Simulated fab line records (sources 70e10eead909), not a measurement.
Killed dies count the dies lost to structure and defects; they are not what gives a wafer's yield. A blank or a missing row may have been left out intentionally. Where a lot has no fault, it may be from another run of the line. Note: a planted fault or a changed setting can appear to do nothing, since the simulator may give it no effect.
The tool behind it: which one? + flow nand_harc + Sampling: 23 lots, 69 wafers, 6 of 1159 route steps

WHAT EACH GAUGE READ, for each wafer
The record lacks any reading of a measuring or inspecting step that a usual standard deviation could be used to judge.

TOOL THAT RAN EACH LOT (tool first, then ch and the chambers of the sampled wafers, then the start)
| lot  | NHARC_A_STAIRCASE_ETCH_170                    | NHARC_A_STAIRCASE_DESCUM_11        | NHARC_A_STAIRCASE_ETCH_15      | NHARC_A_STAIRCASE_TRIM_26      | NHARC_A_STAIRCASE_ETCH_223     | NHARC_A_STAIRCASE_TRIM_226     |
|------|-----------------------------------------------|------------------------------------|--------------------------------|--------------------------------|--------------------------------|--------------------------------|
| L074 | rie_diel-05 ch 0,1,3, day 11 04:01 or earlier | rie_diel-13 ch 1,2,3, day 11 04:01 | rie_diel-13 ch 0,2,3, no start | rie_diel-02 ch 1,2,3, no start | rie_diel-02 ch 0,1,2, no start | rie_diel-02 ch 1,2,3, no start |
| L075 | rie_diel-02 ch 0,2,3, day 11 06:08 or earlier | rie_diel-02 ch 1,2,3, day 11 06:08 | rie_diel-02 ch 0,1,2, no start | rie_diel-13 ch 0,1,3, no start | rie_diel-05 ch 1,2,3, no start | rie_diel-05 ch 0,2,3, no start |
| L077 | rie_diel-13 ch 0,1, day 11 08:05 or earlier   | rie_diel-05 ch 0,1,2, day 11 08:05 | rie_diel-05 ch 1,2,3, no start | rie_diel-05 ch 0,2, no start   | rie_diel-13 ch 1,3, no start   | rie_diel-13 ch 0,1, no start   |
| L076 | rie_diel-05 ch 0,1,2, day 11 11:25 or earlier | rie_diel-13 ch 0,1, day 11 11:25   | rie_diel-13 ch 0,2,3, no start | rie_diel-13 ch 1,2,3, no start | rie_diel-02 ch 0,2,3, no start | rie_diel-02 ch 0,1,3, no start |
| L079 | rie_diel-02 ch 1,2, day 11 11:35 or earlier   | rie_diel-02 ch 0,3, day 11 11:35   | rie_diel-02 ch 1,3, no start   | rie_diel-02 ch 0,2,3, no start | rie_diel-13 ch 2,3, no start   | rie_diel-13 ch 0,2, no start   |
| L078 | rie_diel-02 ch 1,2, day 11 17:02 or earlier   | rie_diel-05 ch 0,1,3, day 11 17:02 | rie_diel-05 ch 0,3, no start   | rie_diel-02 ch 2,3, no start   | rie_diel-13 ch 0,1,2, no start | rie_diel-13 ch 1,2,3, no start |
| L081 | rie_diel-02 ch 0,1,2, day 12 12:44 or earlier | rie_diel-02 ch 0,2,3, day 12 12:44 | rie_diel-02 ch 1,2,3, no start | rie_diel-02 ch 0,2,3, no start | rie_diel-13 ch 1,2,3, no start | rie_diel-13 ch 0,1,3, no start |
| L083 | rie_diel-05 ch 0,1,3, day 12 20:56 or earlier | rie_diel-05 ch 0,1,3, day 12 20:56 | rie_diel-05 ch 0,2,3, no start | rie_diel-05 ch 1,2,3, no start | rie_diel-13 ch 0,1,3, no start | rie_diel-13 ch 1,2,3, no start |
| L080 | rie_diel-02 ch 0,1,3, day 12 21:06 or earlier | rie_diel-02 ch 0,1,2, day 12 21:06 | rie_diel-02 ch 0,2,3, no start | rie_diel-02 ch 0,1,2, no start | rie_diel-05 ch 0,1,2, no start | rie_diel-05 ch 0,2,3, no start |
| L082 | rie_diel-05 ch 1,2,3, day 13 01:29 or earlier | rie_diel-13 ch 1,2, day 13 01:29   | rie_diel-13 ch 0,2,3, no start | rie_diel-02 ch 0,1,3, no start | rie_diel-05 ch 0,1,3, no start | rie_diel-05 ch 0,1,2, no start |
| L084 | rie_diel-13 ch 1,2,3, day 13 05:49 or earlier | rie_diel-13 ch 0,1,3, day 13 05:49 | rie_diel-13 ch 1,2,3, no start | rie_diel-02 ch 0,1,2, no start | rie_diel-02 ch 1,3, no start   | rie_diel-02 ch 1,2,3, no start |
| L089 | rie_diel-13 ch 0,1,2, day 13 23:14 or earlier | rie_diel-05 ch 2,3, day 13 23:14   | rie_diel-05 ch 0,1,2, no start | rie_diel-13 ch 0,2,3, no start | rie_diel-13 ch 1,2,3, no start | rie_diel-13 ch 0,1, no start   |
| L085 | rie_diel-13 ch 0,1,3, day 13 23:44 or earlier | rie_diel-02 ch 0,1,3, day 13 23:44 | rie_diel-02 ch 0,1,2, no start | rie_diel-02 ch 0,1,3, no start | rie_diel-05 ch 1,2,3, no start | rie_diel-05 ch 1,2,3, no start |
| L087 | rie_diel-13 ch 0,1,3, day 14 02:01 or earlier | rie_diel-13 ch 1,2,3, day 14 02:01 | rie_diel-13 ch 0,1, no start   | rie_diel-02 ch 0,1, no start   | rie_diel-02 ch 0,1,2, no start | rie_diel-02 ch 2,3, no start   |
| L086 | rie_diel-13 ch 1,3, day 14 02:19 or earlier   | rie_diel-05 ch 1,2,3, day 14 02:19 | rie_diel-05 ch 1,2, no start   | rie_diel-13 ch 2,3, no start   | rie_diel-02 ch 1,2,3, no start | rie_diel-02 ch 0,2,3, no start |
| L088 | rie_diel-05 ch 0,1,2, day 14 13:25 or earlier | rie_diel-13 ch 0,1,2, day 14 13:25 | rie_diel-13 ch 0,1,2, no start | rie_diel-02 ch 0,2,3, no start | rie_diel-05 ch 1,2,3, no start | rie_diel-05 ch 0,1,3, no start |
| L091 | rie_diel-05 ch 1,2,3, day 15 02:00 or earlier | rie_diel-02 ch 0,1,2, day 15 02:00 | rie_diel-02 ch 0,2,3, no start | rie_diel-02 ch 0,1,2, no start | rie_diel-02 ch 0,2, no start   | rie_diel-02 ch 0,2, no start   |
| L093 | rie_diel-02 ch 0,1, day 15 09:31 or earlier   | rie_diel-02 ch 0,2, day 15 09:31   | rie_diel-02 ch 0,2, no start   | rie_diel-13 ch 0,1,3, no start | rie_diel-13 ch 0,3, no start   | rie_diel-13 ch 0,2, no start   |
| L092 | rie_diel-13 ch 1,3, day 15 13:19 or earlier   | rie_diel-02 ch 0,1,2, day 15 13:19 | rie_diel-02 ch 0,1, no start   | rie_diel-02 ch 0,2, no start   | rie_diel-05 ch 0,1,2, no start | rie_diel-05 ch 1,2,3, no start |
| L094 | rie_diel-02 ch 0,1, day 15 13:40 or earlier   | rie_diel-05 ch 0,3, day 15 13:40   | rie_diel-05 ch 0,2,3, no start | rie_diel-05 ch 0,3, no start   | rie_diel-05 ch 0,3, no start   | rie_diel-05 ch 1,2, no start   |
| L096 | rie_diel-02 ch 1,2, day 15 23:08 or earlier   | rie_diel-13 ch 1,2, day 15 23:08   | rie_diel-13 ch 0,1,2, no start | rie_diel-02 ch 1,2, no start   | rie_diel-02 ch 0,1,3, no start | rie_diel-02 ch 1,2,3, no start |
| L095 | rie_diel-05 ch 0,2,3, day 15 23:19 or earlier | rie_diel-02 ch 0,1,3, day 15 23:19 | rie_diel-02 ch 0,1,3, no start | rie_diel-13 ch 0,1,3, no start | rie_diel-05 ch 1,2,3, no start | rie_diel-05 ch 0,2,3, no start |
| L097 | rie_diel-13 ch 0,1,3, day 16 11:49 or earlier | rie_diel-02 ch 0,3, day 16 11:49   | rie_diel-02 ch 1,2,3, no start | rie_diel-13 ch 0,2,3, no start | rie_diel-13 ch 2,3, no start   | rie_diel-13 ch 1,2,3, no start |
- NHARC_A_STAIRCASE_ETCH_170: etches the open film in C4F6/O2, target depth 200 nm, time 66.667 s.
- NHARC_A_STAIRCASE_DESCUM_11: chemistry O2, time 3 s.
- NHARC_A_STAIRCASE_ETCH_15: etches the open film in C4F8/O2, target depth 100 nm, time 40.5 s.
- NHARC_A_STAIRCASE_TRIM_26: chemistry O2, time 211.2 s.
- NHARC_A_STAIRCASE_ETCH_223: etches the open film in C4F8/O2, target depth 100 nm, time 40.5 s.
- NHARC_A_STAIRCASE_TRIM_226: chemistry O2, time 211.2 s.

WHAT THE TOOLS THEMSELVES READ (means of the sampled wafers that have a number; where no wafer has one, the mark that the record gives instead)
NHARC_A_STAIRCASE_ETCH_170. Usual: drypump_motor_current_A 5.7 A, standard deviation 0.39; oes_product_au 0.966 a.u., standard deviation 0.017; rf_vpp_V 547 V, standard deviation 3.6; showerhead_plenum_p_Torr 3.92 Torr, standard deviation 0.17; throttle_valve_pct 26.904 %, standard deviation 0.0091.
| lot  | tool        | drypump_motor_current_A (A) | oes_product_au (a.u.) | rf_vpp_V (V) | showerhead_plenum_p_Torr (Torr) | throttle_valve_pct (%) | flag |
|------|-------------|-----------------------------|-----------------------|--------------|---------------------------------|------------------------|------|
| L074 | rie_diel-05 | 5.7                         | 0.965                 | 546          | 3.91                            | 26.906                 |      |
| L075 | rie_diel-02 | 5.6                         | 0.976                 | 548          | 3.96                            | 26.905                 |      |
| L077 | rie_diel-13 | 5.7                         | 0.945                 | 545          | 3.85                            | 26.906                 |      |
| L076 | rie_diel-05 | 5.9                         | 0.961                 | 547          | 3.91                            | 26.903                 |      |
| L079 | rie_diel-02 | 5.8                         | 0.974                 | 549          | 4.04                            | 26.898                 |      |
| L078 | rie_diel-02 | 5.4                         | 0.974                 | 550          | 4.12                            | 26.897                 |      |
| L081 | rie_diel-02 | 5.6                         | 0.978                 | 549          | 4.06                            | 26.902                 |      |
| L083 | rie_diel-05 | 5.8                         | 0.980                 | 547          | 3.90                            | 26.911                 |      |
| L080 | rie_diel-02 | 6.0                         | 0.944                 | 546          | 3.87                            | 26.897                 |      |
| L082 | rie_diel-05 | 5.5                         | 0.963                 | 547          | 3.93                            | 26.905                 |      |
| L084 | rie_diel-13 | 5.7                         | 0.963                 | 544          | 3.79                            | 26.903                 |      |
| L089 | rie_diel-13 | 5.6                         | 0.925                 | 546          | 3.88                            | 26.900                 |      |
| L085 | rie_diel-13 | 5.8                         | 0.983                 | 544          | 3.75                            | 26.902                 |      |
| L087 | rie_diel-13 | 5.8                         | 0.977                 | 543          | 3.75                            | 26.907                 |      |
| L086 | rie_diel-13 | 5.9                         | 0.963                 | 541          | 3.67                            | 26.905                 |      |
| L088 | rie_diel-05 | 5.9                         | 0.963                 | 546          | 3.89                            | 26.912                 |      |
| L091 | rie_diel-05 | 5.5                         | 0.935                 | 547          | 3.92                            | 26.905                 |      |
| L093 | rie_diel-02 | 5.8                         | 0.969                 | 548          | 3.98                            | 26.896                 |      |
| L092 | rie_diel-13 | 6.0                         | 0.973                 | 541          | 3.66                            | 26.901                 |      |
| L094 | rie_diel-02 | 5.9                         | 0.981                 | 548          | 3.95                            | 26.905                 |      |
| L096 | rie_diel-02 | 5.7                         | 0.973                 | 548          | 4.01                            | 26.903                 |      |
| L095 | rie_diel-05 | 5.8                         | 0.977                 | 548          | 3.97                            | 26.905                 |      |
| L097 | rie_diel-13 | 5.8                         | 0.967                 | 543          | 3.74                            | 26.897                 |      |

NHARC_A_STAIRCASE_DESCUM_11. Usual: drypump_motor_current_A 5.7 A, standard deviation 0.38; oes_product_au 0.996 a.u., standard deviation 0.011; rf_vpp_V 57.7 V, standard deviation 0.94; showerhead_plenum_p_Torr 1.91 Torr, standard deviation 0.092; throttle_valve_pct 11.311 %, standard deviation 0.0087.
| lot  | tool        | drypump_motor_current_A (A) | oes_product_au (a.u.) | rf_vpp_V (V) | showerhead_plenum_p_Torr (Torr) | throttle_valve_pct (%) | flag |
|------|-------------|-----------------------------|-----------------------|--------------|---------------------------------|------------------------|------|
| L074 | rie_diel-13 | 5.7                         | 0.984                 | 57.3         | 1.85                            | 11.318                 |      |
| L075 | rie_diel-02 | 5.8                         | 0.999                 | 57.5         | 1.92                            | 11.309                 |      |
| L077 | rie_diel-05 | 5.9                         | 0.989                 | 58.4         | 1.90                            | 11.309                 |      |
| L076 | rie_diel-13 | 5.7                         | 1.002                 | 57.7         | 1.88                            | 11.307                 |      |
| L079 | rie_diel-02 | 5.8                         | 0.996                 | 57.6         | 1.90                            | 11.309                 |      |
| L078 | rie_diel-05 | 5.7                         | 0.994                 | 58.2         | 1.90                            | 11.309                 |      |
| L081 | rie_diel-02 | 5.6                         | 0.998                 | 58.1         | 1.93                            | 11.311                 |      |
| L083 | rie_diel-05 | 5.7                         | 0.997                 | 57.7         | 1.90                            | 11.314                 |      |
| L080 | rie_diel-02 | 5.6                         | 1.003                 | 57.5         | 1.98                            | 11.311                 |      |
| L082 | rie_diel-13 | 5.5                         | 1.003                 | 57.9         | 1.91                            | 11.314                 |      |
| L084 | rie_diel-13 | 5.8                         | 0.992                 | 57.5         | 1.82                            | 11.311                 |      |
| L089 | rie_diel-05 | 5.5                         | 0.989                 | 58.0         | 1.96                            | 11.314                 |      |
| L085 | rie_diel-02 | 6.0                         | 0.997                 | 58.1         | 1.88                            | 11.305                 |      |
| L087 | rie_diel-13 | 5.7                         | 0.990                 | 58.3         | 1.84                            | 11.316                 |      |
| L086 | rie_diel-05 | 5.5                         | 0.983                 | 57.3         | 1.92                            | 11.306                 |      |
| L088 | rie_diel-13 | 5.6                         | 0.988                 | 58.8         | 1.89                            | 11.301                 |      |
| L091 | rie_diel-02 | 5.6                         | 1.002                 | 58.0         | 1.98                            | 11.308                 |      |
| L093 | rie_diel-02 | 5.4                         | 1.002                 | 57.8         | 1.99                            | 11.306                 |      |
| L092 | rie_diel-02 | 5.6                         | 1.001                 | 57.4         | 1.97                            | 11.313                 |      |
| L094 | rie_diel-05 | 5.6                         | 1.002                 | 57.9         | 1.94                            | 11.317                 |      |
| L096 | rie_diel-13 | 5.6                         | 0.979                 | 58.2         | 1.84                            | 11.316                 |      |
| L095 | rie_diel-02 | 6.0                         | 0.997                 | 57.9         | 1.98                            | 11.315                 |      |
| L097 | rie_diel-02 | 5.8                         | 1.004                 | 57.4         | 1.99                            | 11.312                 |      |

NHARC_A_STAIRCASE_ETCH_15. Usual: oes_product_au 0.937 a.u., standard deviation 0.012; rf_vpp_V 896 V, standard deviation 5.9.
| lot  | tool        | oes_product_au (a.u.) | rf_vpp_V (V) | flag |
|------|-------------|-----------------------|--------------|------|
| L074 | rie_diel-13 | 0.944                 | 894          |      |
| L075 | rie_diel-02 | 0.953                 | 901          |      |
| L077 | rie_diel-05 | 0.928                 | 897          |      |
| L076 | rie_diel-13 | 0.930                 | 895          |      |
| L079 | rie_diel-02 | 0.932                 | 889          |      |
| L078 | rie_diel-05 | 0.949                 | 897          |      |
| L081 | rie_diel-02 | 0.939                 | 897          |      |
| L083 | rie_diel-05 | 0.943                 | 898          |      |
| L080 | rie_diel-02 | 0.938                 | 897          |      |
| L082 | rie_diel-13 | 0.939                 | 894          |      |
| L084 | rie_diel-13 | 0.950                 | 891          |      |
| L089 | rie_diel-05 | 0.934                 | 895          |      |
| L085 | rie_diel-02 | 0.928                 | 899          |      |
| L087 | rie_diel-13 | 0.941                 | 893          |      |
| L086 | rie_diel-05 | 0.927                 | 892          |      |
| L088 | rie_diel-13 | 0.929                 | 894          |      |
| L091 | rie_diel-02 | 0.954                 | 903          |      |
| L093 | rie_diel-02 | 0.943                 | 901          |      |
| L092 | rie_diel-02 | 0.942                 | 896          |      |
| L094 | rie_diel-05 | 0.928                 | 899          |      |
| L096 | rie_diel-13 | 0.929                 | 894          |      |
| L095 | rie_diel-02 | 0.931                 | 900          |      |
| L097 | rie_diel-02 | 0.938                 | 901          |      |

NHARC_A_STAIRCASE_TRIM_26. Usual: drypump_motor_current_A 5.7 A, standard deviation 0.43; oes_product_au 0.995 a.u., standard deviation 0.0094; rf_vpp_V 57.7 V, standard deviation 0.86; showerhead_plenum_p_Torr 3.53 Torr, standard deviation 0.17; throttle_valve_pct 17.036 %, standard deviation 0.009.
| lot  | tool        | drypump_motor_current_A (A) | oes_product_au (a.u.) | rf_vpp_V (V) | showerhead_plenum_p_Torr (Torr) | throttle_valve_pct (%) | flag |
|------|-------------|-----------------------------|-----------------------|--------------|---------------------------------|------------------------|------|
| L074 | rie_diel-02 | 5.8                         | 0.997                 | 57.2         | 3.54                            | 17.029                 |      |
| L075 | rie_diel-13 | 5.8                         | 0.991                 | 58.0         | 3.38                            | 17.032                 |      |
| L077 | rie_diel-05 | 6.1                         | 0.993                 | 57.5         | 3.57                            | 17.026                 |      |
| L076 | rie_diel-13 | 5.7                         | 0.986                 | 58.0         | 3.42                            | 17.032                 |      |
| L079 | rie_diel-02 | 5.6                         | 1.006                 | 58.4         | 3.56                            | 17.041                 |      |
| L078 | rie_diel-02 | 5.9                         | 1.000                 | 58.2         | 3.45                            | 17.031                 |      |
| L081 | rie_diel-02 | 5.6                         | 0.995                 | 57.2         | 3.55                            | 17.028                 |      |
| L083 | rie_diel-05 | 5.5                         | 0.995                 | 57.5         | 3.53                            | 17.039                 |      |
| L080 | rie_diel-02 | 5.6                         | 1.000                 | 57.7         | 3.65                            | 17.029                 |      |
| L082 | rie_diel-02 | 6.0                         | 0.993                 | 59.0         | 3.48                            | 17.036                 |      |
| L084 | rie_diel-02 | 5.6                         | 0.991                 | 57.6         | 3.65                            | 17.034                 |      |
| L089 | rie_diel-13 | 5.7                         | 0.995                 | 57.3         | 3.48                            | 17.036                 |      |
| L085 | rie_diel-02 | 6.0                         | 0.980                 | 57.6         | 3.47                            | 17.036                 |      |
| L087 | rie_diel-02 | 5.8                         | 0.988                 | 57.4         | 3.58                            | 17.043                 |      |
| L086 | rie_diel-13 | 5.8                         | 0.996                 | 57.2         | 3.40                            | 17.037                 |      |
| L088 | rie_diel-02 | 5.6                         | 0.999                 | 58.4         | 3.54                            | 17.041                 |      |
| L091 | rie_diel-02 | 5.6                         | 1.004                 | 58.1         | 3.64                            | 17.043                 |      |
| L093 | rie_diel-13 | 5.8                         | 0.995                 | 57.2         | 3.36                            | 17.043                 |      |
| L092 | rie_diel-02 | 5.4                         | 1.004                 | 57.7         | 3.66                            | 17.028                 |      |
| L094 | rie_diel-05 | 5.7                         | 1.000                 | 58.0         | 3.58                            | 17.034                 |      |
| L096 | rie_diel-02 | 5.4                         | 1.000                 | 57.7         | 3.68                            | 17.039                 |      |
| L095 | rie_diel-13 | 5.8                         | 0.982                 | 57.1         | 3.36                            | 17.032                 |      |
| L097 | rie_diel-13 | 5.7                         | 0.996                 | 57.9         | 3.47                            | 17.037                 |      |

NHARC_A_STAIRCASE_ETCH_223. Usual: oes_product_au 0.936 a.u., standard deviation 0.012; rf_vpp_V 895 V, standard deviation 5.7.
| lot  | tool        | oes_product_au (a.u.) | rf_vpp_V (V) | flag |
|------|-------------|-----------------------|--------------|------|
| L074 | rie_diel-02 | 0.941                 | 899          |      |
| L075 | rie_diel-05 | 0.931                 | 897          |      |
| L077 | rie_diel-13 | 0.921                 | 887          |      |
| L076 | rie_diel-02 | 0.936                 | 897          |      |
| L079 | rie_diel-13 | 0.930                 | 896          |      |
| L078 | rie_diel-13 | 0.927                 | 894          |      |
| L081 | rie_diel-13 | 0.949                 | 891          |      |
| L083 | rie_diel-13 | 0.941                 | 891          |      |
| L080 | rie_diel-05 | 0.943                 | 895          |      |
| L082 | rie_diel-05 | 0.928                 | 895          |      |
| L084 | rie_diel-02 | 0.941                 | 890          |      |
| L089 | rie_diel-13 | 0.935                 | 891          |      |
| L085 | rie_diel-05 | 0.921                 | 895          |      |
| L087 | rie_diel-02 | 0.935                 | 900          |      |
| L086 | rie_diel-02 | 0.936                 | 896          |      |
| L088 | rie_diel-05 | 0.942                 | 896          |      |
| L091 | rie_diel-02 | 0.937                 | 902          |      |
| L093 | rie_diel-13 | 0.941                 | 892          |      |
| L092 | rie_diel-05 | 0.943                 | 895          |      |
| L094 | rie_diel-05 | 0.947                 | 897          |      |
| L096 | rie_diel-02 | 0.942                 | 901          |      |
| L095 | rie_diel-05 | 0.952                 | 895          |      |
| L097 | rie_diel-13 | 0.927                 | 894          |      |

NHARC_A_STAIRCASE_TRIM_226. Usual: drypump_motor_current_A 5.7 A, standard deviation 0.38; oes_product_au 0.996 a.u., standard deviation 0.011; rf_vpp_V 57.7 V, standard deviation 0.86; showerhead_plenum_p_Torr 3.51 Torr, standard deviation 0.15; throttle_valve_pct 17.035 %, standard deviation 0.0094.
| lot  | tool        | drypump_motor_current_A (A) | oes_product_au (a.u.) | rf_vpp_V (V) | showerhead_plenum_p_Torr (Torr) | throttle_valve_pct (%) | flag |
|------|-------------|-----------------------------|-----------------------|--------------|---------------------------------|------------------------|------|
| L074 | rie_diel-02 | 5.8                         | 1.003                 | 57.8         | 3.54                            | 17.037                 |      |
| L075 | rie_diel-05 | 5.8                         | 0.989                 | 57.5         | 3.59                            | 17.033                 |      |
| L077 | rie_diel-13 | 5.7                         | 0.982                 | 57.1         | 3.38                            | 17.035                 |      |
| L076 | rie_diel-02 | 6.0                         | 0.997                 | 58.3         | 3.48                            | 17.037                 |      |
| L079 | rie_diel-13 | 5.4                         | 1.001                 | 57.8         | 3.60                            | 17.032                 |      |
| L078 | rie_diel-13 | 5.7                         | 0.987                 | 58.3         | 3.41                            | 17.036                 |      |
| L081 | rie_diel-13 | 5.8                         | 0.989                 | 57.2         | 3.37                            | 17.029                 |      |
| L083 | rie_diel-13 | 5.7                         | 0.992                 | 57.4         | 3.41                            | 17.039                 |      |
| L080 | rie_diel-05 | 5.8                         | 0.994                 | 57.9         | 3.59                            | 17.045                 |      |
| L082 | rie_diel-05 | 5.9                         | 0.992                 | 57.1         | 3.51                            | 17.041                 |      |
| L084 | rie_diel-02 | 5.8                         | 1.004                 | 57.6         | 3.53                            | 17.035                 |      |
| L089 | rie_diel-13 | 5.7                         | 0.990                 | 56.9         | 3.37                            | 17.033                 |      |
| L085 | rie_diel-05 | 5.5                         | 0.992                 | 57.9         | 3.52                            | 17.034                 |      |
| L087 | rie_diel-02 | 5.9                         | 0.993                 | 57.1         | 3.43                            | 17.030                 |      |
| L086 | rie_diel-02 | 5.7                         | 0.996                 | 57.7         | 3.54                            | 17.047                 |      |
| L088 | rie_diel-05 | 5.7                         | 0.992                 | 57.2         | 3.50                            | 17.031                 |      |
| L091 | rie_diel-02 | 5.4                         | 1.006                 | 58.2         | 3.66                            | 17.037                 |      |
| L093 | rie_diel-13 | 5.4                         | 1.006                 | 58.0         | 3.59                            | 17.034                 |      |
| L092 | rie_diel-05 | 5.5                         | 1.004                 | 57.0         | 3.52                            | 17.025                 |      |
| L094 | rie_diel-05 | 5.7                         | 0.997                 | 57.9         | 3.52                            | 17.033                 |      |
| L096 | rie_diel-02 | 5.8                         | 1.006                 | 58.4         | 3.70                            | 17.029                 |      |
| L095 | rie_diel-05 | 5.8                         | 0.998                 | 57.8         | 3.57                            | 17.036                 |      |
| L097 | rie_diel-13 | 5.7                         | 0.994                 | 57.7         | 3.39                            | 17.034                 |      |

THE ANSWER, worked out from the rows above alone
Rule: a lot is off if the mean of its wafers that have a number lies more than 3 standard deviations from the usual mean. A lot without any number at a reading at which 4 lots or more have one is off too. The other lots that the step has rows for count as sound. First the gauges in route order, then the tools' own readings, where a lot's mean is used as printed above. The first step at which some lot is off is used, and at that step the reading that is off furthest; a lot without a number counts as furthest.
No lot is off on any of the readings shown, so nothing can be concluded from this.

WHAT THE SIMULATOR PUT IN
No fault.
